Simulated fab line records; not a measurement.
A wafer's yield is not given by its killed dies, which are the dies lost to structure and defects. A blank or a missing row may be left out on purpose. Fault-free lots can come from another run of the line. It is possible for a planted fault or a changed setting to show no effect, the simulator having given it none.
Split-lot study	flow n5 finfet	21 wafers read from 7 lots, route of 1938 steps

## ABOUT THE SPLIT
At N5_BEOL_M0_SAQP_EXPOSE_37 (exposes mask M0 CUT1, target cd 30 nm), the setting dose mj was moved away from the recipe's 44.75 on 8 of the 21 wafers read, by -6.7% to +4.9%. For the rest of the wafers, this setting stayed at what the recipe calls for.

## FROM THE SPLIT TO THE READING: what the file shows between them, 2 steps
- N5_BEOL_M0_SAQP_PEB_38: peb time 60 s
- N5_BEOL_M0_SAQP_DEVELOP_39: develop time 30 s

## THE READING
cd nm, in nm, at N5_BEOL_M0_SAQP_CD_MEAS_40 (target cd 30 nm). Fault-free wafers of this fab line usually give 30.15 nm, standard deviation 0.25 nm.

wafer	tool, chamber at the split	dose mj as run	against the recipe	cd nm, nm	against lot-mates on the recipe
L074.3	euv scanner-01, 0	43.29	-3.3%	29.63	-0.44
L074.5	euv scanner-01, 0	44.75	recipe	30.07	-
L074.6	euv scanner-01, 0	43.29	-3.3%	29.08	-0.99
L077.1	euv scanner-02, 0	41.73	-6.7%	28.93	-1.04
L077.2	euv scanner-02, 0	44.75	recipe	29.86	-
L077.3	euv scanner-02, 0	44.75	recipe	30.08	-
L078.1	euv scanner-02, 0	46.93	+4.9%	31.27	+1.16
L078.4	euv scanner-02, 0	44.75	recipe	30.11	-
L078.5	euv scanner-02, 0	46.93	+4.9%	31.48	+1.37
L082.1	euv scanner-02, 0	44.75	recipe	29.89	-
L082.2	euv scanner-02, 0	46.91	+4.8%	31.08	+0.88
L082.6	euv scanner-02, 0	44.75	recipe	30.50	-
L084.2	euv scanner-01, 0	44.75	recipe	30.87	-
L084.4	euv scanner-01, 0	44.75	recipe	30.25	-
L084.5	euv scanner-01, 0	44.75	recipe	30.41	-
L093.1	euv scanner-01, 0	43.64	-2.5%	29.60	-0.35
L093.4	euv scanner-01, 0	43.64	-2.5%	29.65	-0.30
L093.6	euv scanner-01, 0	44.75	recipe	29.95	-
L094.2	euv scanner-01, 0	44.75	recipe	30.07	-
L094.4	euv scanner-01, 0	44.75	recipe	30.11	-
L094.5	euv scanner-01, 0	44.75	recipe	30.12	-

FIT RESULTS
A straight line over all 21 wafers: cd nm changes by +0.217 nm for each +1% of dose mj; r = +0.92; the points scatter about the line by 0.25 nm.
The same after taking each lot's own level away (the mean of its wafers on the recipe; 21 wafers): +0.201 nm for each +1%; r = +0.93; scatter 0.22 nm.
That fit puts the effect of the largest move of dose mj on the reading at 1.4 nm.
The span of the lots' own levels, 29.950 to 30.510 nm, comes to 2.2 times the standard deviation stated above.
The two slopes are in agreement: the lot-to-lot level therefore moves the slope only a little.
Check: for one of the wafers moved furthest among these (-6.7%), held out of the fit, the line's prediction against its lot-mates is -1.44 nm. Against them it came out at -1.04 nm.

## ADDITIONAL SPLITS CARRIED BY THESE WAFERS
Note: prior to the reading, these wafers also went through further splits. Each is held against what the fit with the lots' levels taken away leaves over:
other split on the same wafers	wafers away from the commonest value	r with cd nm (lot level and that fit taken away)
N5_MOL_CONTACT_COAG_DESCUM_45 time s	7	-0.33
N5_BEOL_M0_SAQP_SPACER2_ALD_26 target thk a	6	+0.15

## THE WHOLE CHAIN: every reading that the file lists as answering this split, in the file's order
step	what it does	reading	change (the file's fit)	r (the file's)
N5_BEOL_M0_SAQP_CD_MEAS_40	target cd 30 nm	cd nm	+0.188 nm for each +1% of the setting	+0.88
N5_BEOL_M0_SAQP_DESCUM_45	chemistry O2, time 7 s	BEOL_M0_SAQP.cd nm (the simulator's own value, which no gauge read)	+0.181 nm for each +1% of the setting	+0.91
N5_BEOL_M0_SAQP_ETCH_88	etches underlayer in N2/H2, target depth 6.5 nm, time 5.2 s	BEOL_M0_SAQP.cd nm (the simulator's own value, which no gauge read)	+0.186 nm for each +1% of the setting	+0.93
N5_BEOL_M0_SAQP_ETCH_73	etches SiARC in CF4, target depth 19.5 nm, time 32.5 s	BEOL_M0_SAQP.cd nm (the simulator's own value, which no gauge read)	+0.219 nm for each +1% of the setting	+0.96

## FILE'S OWN FIT
cd nm changes by +0.188 nm for each +1% of dose mj, r = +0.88.
